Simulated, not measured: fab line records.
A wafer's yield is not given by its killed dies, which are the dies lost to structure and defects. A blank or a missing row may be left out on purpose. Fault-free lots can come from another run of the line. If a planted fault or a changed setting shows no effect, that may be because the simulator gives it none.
The tool behind it: which one?    flow n5Finfet    8 lots with 24 wafers sampled at 6 steps, on a route of 1938 steps

WHAT EACH GAUGE READ, for each wafer
N5_SDB_CD_MEAS_11: target cd 50 nm. Usual: cdNm reads 50.1 nm (standard deviation 0.85).
lot   measured     on        cdNm (nm)       flag
L968  day 4 07:10  cdSem-02  50.6 50.5 50.9  
L972  day 5 08:02  cdSem-01  49.6 49.0 50.4  
L973  day 5 12:52  cdSem-02  50.7 49.4 48.8  
L974  day 6 05:17  cdSem-01  49.8 50.1 50.6  
L975  day 6 07:20  cdSem-02  49.5 48.5 50.2  
L977  day 6 18:08  cdSem-02  48.8 49.9 50.1  
L978  day 7 01:19  cdSem-03  50.1 51.4 48.9  
L986  day 8 23:40  cdSem-03  48.4 48.5 49.1  

N5_BEOL_M4_RC_MEAS_101. Usual: DIBL_N 36.3 mV/V, standard deviation 1.2; DIBL_P 36.7 mV/V, standard deviation 1.5; IOFF_N 0.164 nA/um, standard deviation 0.02; IOFF_P 0.214 nA/um, standard deviation 0.024; ION_N 673 uA/um, standard deviation 8.5; ION_P 461 uA/um, standard deviation 5.9; SS_N 71.6 mV/dec, standard deviation 0.44; SS_P 73.3 mV/dec, standard deviation 0.55; VT_N 249.4 mV, standard deviation 2.4; VT_P -250.0 mV, standard deviation 2.3.
lot   measured      on         DIBL_N (mV/V)   DIBL_P (mV/V)   IOFF_N (nA/um)     IOFF_P (nA/um)     ION_N (uA/um)  ION_P (uA/um)  SS_N (mV/dec)   SS_P (mV/dec)   VT_N (mV)          VT_P (mV)             flag
L968  day 9 02:45   prober-01  35.1 34.0 35.6  36.3 34.5 37.5  0.140 0.123 0.162  0.184 0.166 0.199  657 662 678    452 454 459    71.0 71.6 71.6  72.7 72.7 73.4  250.2 251.7 249.5  -253.4 -255.6 -253.3  
L972  day 9 11:40   prober-01  36.4 33.3 35.5  36.7 33.2 35.5  0.144 0.112 0.134  0.225 0.173 0.205  652 676 669    459 465 464    70.8 70.8 71.2  73.0 71.9 72.8  252.7 254.2 252.9  -248.0 -249.8 -250.0  
L973  day 10 09:23  prober-02  34.4 36.3 35.7  35.5 37.5 36.6  0.140 0.174 0.159  0.198 0.229 0.215  668 675 668    457 464 458    71.3 71.7 71.5  72.5 73.4 73.4  252.3 248.8 250.5  -248.4 -248.3 -249.8  
L974  day 10 18:01  prober-01  36.1 35.7 37.2  37.7 37.2 39.5  0.172 0.164 0.199  0.219 0.210 0.248  683 677 689    464 464 465    71.6 72.1 72.6  73.4 73.6 75.0  248.2 248.6 244.6  -248.6 -251.2 -247.5  
L975  day 10 16:14  prober-01  36.3 36.8 36.5  37.8 38.2 37.6  0.171 0.169 0.159  0.235 0.243 0.227  689 678 676    472 466 464    71.7 71.7 71.7  73.8 72.6 73.7  245.1 248.6 250.6  -249.2 -249.1 -249.4  
L977  day 10 17:22  prober-02  38.5 36.8 35.9  39.1 37.5 35.4  0.217 0.172 0.151  0.266 0.242 0.201  692 673 667    470 459 456    72.3 72.2 71.6  74.8 74.5 73.4  247.0 250.8 251.7  -248.6 -247.8 -251.3  
L978  day 11 07:54  prober-02  37.8 36.2 37.2  36.6 35.0 35.5  0.164 0.148 0.161  0.201 0.183 0.202  673 663 663    456 451 451    71.4 71.5 72.0  73.5 73.3 73.1  248.8 250.9 250.2  -251.1 -253.0 -249.0  
L986  day 12 22:19  prober-02  38.6 36.9 39.0  37.3 36.2 37.4  0.201 0.162 0.196  0.240 0.213 0.229  679 664 666    465 454 460    71.2 70.9 71.8  73.5 73.0 73.7  245.6 249.2 246.6  -246.5 -248.0 -249.1  

WHAT TOOL EACH LOT RAN ON (gives the tool, then ch and the chambers of the sampled wafers, and finally the start)
lot   N5_SDB_STRIP_21                   N5_SDB_HM_OPEN_20                 N5_SDB_STRIP_22                     N5_SDB_ETCH_25
L968  rieDiel-03 ch 0,2,3, day 4 08:31  rieDiel-03 ch 0,2,3, day 4 08:32  plasmaAsher-02 ch 0,1, day 4 08:37  rieDiel-01 ch 1,2, day 4 09:05
L972  rieDiel-03 ch 1,2, day 5 08:20    rieDiel-03 ch 1,2, day 5 08:21    plasmaAsher-01 ch 0,1, day 5 08:26  rieDiel-04 ch 2,3, day 5 08:40
L973  rieDiel-03 ch 0,3, day 5 13:09    rieDiel-03 ch 0,3, day 5 13:10    plasmaAsher-02 ch 0,1, day 5 13:15  rieDiel-01 ch 2,3, day 5 13:28
L974  rieDiel-03 ch 0,1,3, day 6 05:47  rieDiel-03 ch 0,1,3, day 6 05:48  plasmaAsher-02 ch 0,1, day 6 05:55  rieDiel-03 ch 0,1,3, day 6 06:16
L975  rieDiel-04 ch 0,2,3, day 6 08:02  rieDiel-04 ch 0,2,3, day 6 08:04  plasmaAsher-02 ch 0, day 6 08:08    rieDiel-04 ch 0,2, day 6 08:55
L977  rieDiel-01 ch 2,3, day 6 18:45    rieDiel-01 ch 2,3, day 6 18:46    plasmaAsher-01 ch 0,1, day 6 18:51  rieDiel-04 ch 0,1,2, day 6 19:30
L978  rieDiel-01 ch 0,1,3, day 7 01:52  rieDiel-01 ch 0,1,3, day 7 01:53  plasmaAsher-02 ch 0,1, day 7 01:58  rieDiel-04 ch 0,3, day 7 02:38
L986  rieDiel-01 ch 0,2,3, day 9 00:10  rieDiel-01 ch 0,2,3, day 9 00:11  plasmaAsher-01 ch 0,1, day 9 00:16  rieDiel-03 ch 0,2,3, day 9 00:40
- N5_SDB_STRIP_21: strips in CF4.
- N5_SDB_HM_OPEN_20: chemistry CH3F/O2, target SiNx, stops on poly-Si, target depth 24 nm.
- N5_SDB_STRIP_22: strips in N2/H2.
- N5_SDB_ETCH_25: etches SiO2 in C4F6/O2, target depth 10 nm, time 3.3 s.

AS READ BY THE TOOLS THEMSELVES (means over the sampled wafers that have a number; for cases with no such wafer, the mark the record gives instead)
N5_SDB_STRIP_21. Usual: biasPowerW 74.99 W, standard deviation 0.21; drypumpMotorCurrentA 5.9 A, standard deviation 0.37; oesProductAu 0.74 a.u., standard deviation 0.056; rfVppV 271.4 V, standard deviation 1.1; showerheadPlenumPTorr 1.81 Torr, standard deviation 0.039; throttleValvePct 13.72 %, standard deviation 0.14.
lot   tool        biasPowerW (W)  drypumpMotorCurrentA (A)  oesProductAu (a.u.)  rfVppV (V)  showerheadPlenumPTorr (Torr)  throttleValvePct (%)  flag
L968  rieDiel-03  74.93           5.8                       0.72                 271.2       1.81                          13.67                 
L972  rieDiel-03  75.17           5.9                       0.70                 270.2       1.78                          13.87                 
L973  rieDiel-03  74.73           5.7                       0.70                 271.7       1.83                          13.66                 
L974  rieDiel-03  75.11           5.9                       0.70                 271.0       1.80                          13.77                 
L975  rieDiel-04  74.90           5.5                       0.71                 271.3       1.78                          13.73                 
L977  rieDiel-01  74.89           6.0                       0.79                 272.1       1.81                          13.48                 
L978  rieDiel-01  75.09           6.4                       0.82                 272.6       1.84                          13.66                 
L986  rieDiel-01  75.28           6.1                       0.81                 271.6       1.84                          13.55                 

N5_SDB_HM_OPEN_20. Usual: drypumpMotorCurrentA 5.9 A, standard deviation 0.38; mfcArSccm 150.1 sccm, standard deviation 0.42; oes_ar_750_au 0.74 a.u., standard deviation 0.056; oes_f_703_au 0.74 a.u., standard deviation 0.055; oes_o_777_au 0.74 a.u., standard deviation 0.054; oesProductAu 0.61 a.u., standard deviation 0.046; rfVppV 297 V, standard deviation 3.2; showerheadPlenumPTorr 2.01 Torr, standard deviation 0.047; throttleValvePct 16.45 %, standard deviation 0.13.
lot   tool        drypumpMotorCurrentA (A)  mfcArSccm (sccm)  oes_ar_750_au (a.u.)  oes_f_703_au (a.u.)  oes_o_777_au (a.u.)  oesProductAu (a.u.)  rfVppV (V)  showerheadPlenumPTorr (Torr)  throttleValvePct (%)  flag
L968  rieDiel-03  5.8                       150.2             0.73                  0.72                 0.72                 0.59                 297         2.01                          16.37                 
L972  rieDiel-03  5.9                       149.9             0.71                  0.71                 0.71                 0.59                 298         1.98                          16.58                 
L973  rieDiel-03  5.7                       150.4             0.71                  0.71                 0.71                 0.58                 296         2.03                          16.35                 
L974  rieDiel-03  5.9                       150.0             0.70                  0.70                 0.70                 0.59                 297         2.00                          16.47                 
L975  rieDiel-04  5.5                       150.1             0.72                  0.72                 0.71                 0.58                 294         1.98                          16.45                 
L977  rieDiel-01  5.9                       149.4             0.80                  0.80                 0.80                 0.66                 298         2.02                          16.26                 
L978  rieDiel-01  6.4                       150.0             0.83                  0.83                 0.82                 0.69                 299         2.05                          16.43                 
L986  rieDiel-01  6.2                       149.9             0.82                  0.81                 0.81                 0.65                 299         2.05                          16.33                 

N5_SDB_STRIP_22. Usual: drypumpMotorCurrentA 5.83 A, standard deviation 0.053; h2FlowSccm 3251 sccm, standard deviation 8.6; heaterPowerW 356 W, standard deviation 40; oesProductAu 0.714 a.u., standard deviation 0.0044; stripTimeToEndpointS 96.29 s, standard deviation 0.28.
lot   tool            drypumpMotorCurrentA (A)  h2FlowSccm (sccm)  heaterPowerW (W)  oesProductAu (a.u.)  stripTimeToEndpointS (s)  flag
L968  plasmaAsher-02  5.83                      3250               381               0.710                96.54                     
L972  plasmaAsher-01  5.82                      3244               327               0.715                96.39                     
L973  plasmaAsher-02  5.83                      3247               381               0.712                96.33                     
L974  plasmaAsher-02  5.82                      3250               359               0.708                96.13                     
L975  plasmaAsher-02  5.89                      3259               405               0.712                96.31                     
L977  plasmaAsher-01  5.83                      3256               319               0.715                96.34                     
L978  plasmaAsher-02  5.82                      3245               361               0.712                96.18                     
L986  plasmaAsher-01  5.85                      3248               345               0.712                94.97                     OFF

N5_SDB_ETCH_25. Usual: drypumpMotorCurrentA 5.9 A, standard deviation 0.44; mfcArSccm 300.0 sccm, standard deviation 0.92; oes_ar_750_au 0.77 a.u., standard deviation 0.074; oes_f_703_au 0.77 a.u., standard deviation 0.073; oes_o_777_au 0.76 a.u., standard deviation 0.073; oesProductAu 0.77 a.u., standard deviation 0.079; rfVppV 666 V, standard deviation 7.4; showerheadPlenumPTorr 2.88 Torr, standard deviation 0.068; throttleValvePct 21.26 %, standard deviation 0.14.
lot   tool        drypumpMotorCurrentA (A)  mfcArSccm (sccm)  oes_ar_750_au (a.u.)  oes_f_703_au (a.u.)  oes_o_777_au (a.u.)  oesProductAu (a.u.)  rfVppV (V)  showerheadPlenumPTorr (Torr)  throttleValvePct (%)  flag
L968  rieDiel-01  6.4                       300.1             0.76                  0.76                 0.75                 0.76                 667         2.85                          21.27                 
L972  rieDiel-04  5.8                       299.3             0.72                  0.72                 0.72                 0.71                 654         2.82                          21.29                 
L973  rieDiel-01  5.9                       299.7             0.81                  0.81                 0.81                 0.81                 667         2.88                          21.09                 
L974  rieDiel-03  5.9                       299.8             0.70                  0.70                 0.70                 0.71                 666         2.85                          21.25                 
L975  rieDiel-04  5.2                       299.4             0.73                  0.73                 0.73                 0.73                 659         2.83                          21.35                 
L977  rieDiel-04  5.4                       300.9             0.74                  0.74                 0.73                 0.74                 664         2.87                          21.31                 
L978  rieDiel-04  5.8                       300.1             0.70                  0.70                 0.70                 0.70                 659         2.81                          21.21                 
L986  rieDiel-03  5.8                       300.7             0.70                  0.69                 0.69                 0.70                 665         2.84                          21.21                 

THE ANSWER, worked out from the rows above alone
Rule: lot off if the mean of its wafers having a number is beyond 3 standard deviations from the usual mean. Also off: a lot with no number at a reading for which 4 or more lots have one. All remaining lots with rows at the step are treated as sound. First the gauges in route order, then the tools' own readings, where a lot's mean is used as printed above. The first step at which some lot is off is used, and at that step the reading that is off furthest; a lot without a number counts as furthest.
Off: L986 (N5_SDB_STRIP_22, stripTimeToEndpointS).
If a tool, at that step or one of the process steps before it, ran each lot that is off and ran no sound lot following the first of them, it fits. Can't be told from this: 2 tools fit, rieDiel-01 at N5_SDB_STRIP_21 and N5_SDB_HM_OPEN_20, plasmaAsher-01 at N5_SDB_STRIP_22.

WHAT THE SIMULATOR HAD INSERTED
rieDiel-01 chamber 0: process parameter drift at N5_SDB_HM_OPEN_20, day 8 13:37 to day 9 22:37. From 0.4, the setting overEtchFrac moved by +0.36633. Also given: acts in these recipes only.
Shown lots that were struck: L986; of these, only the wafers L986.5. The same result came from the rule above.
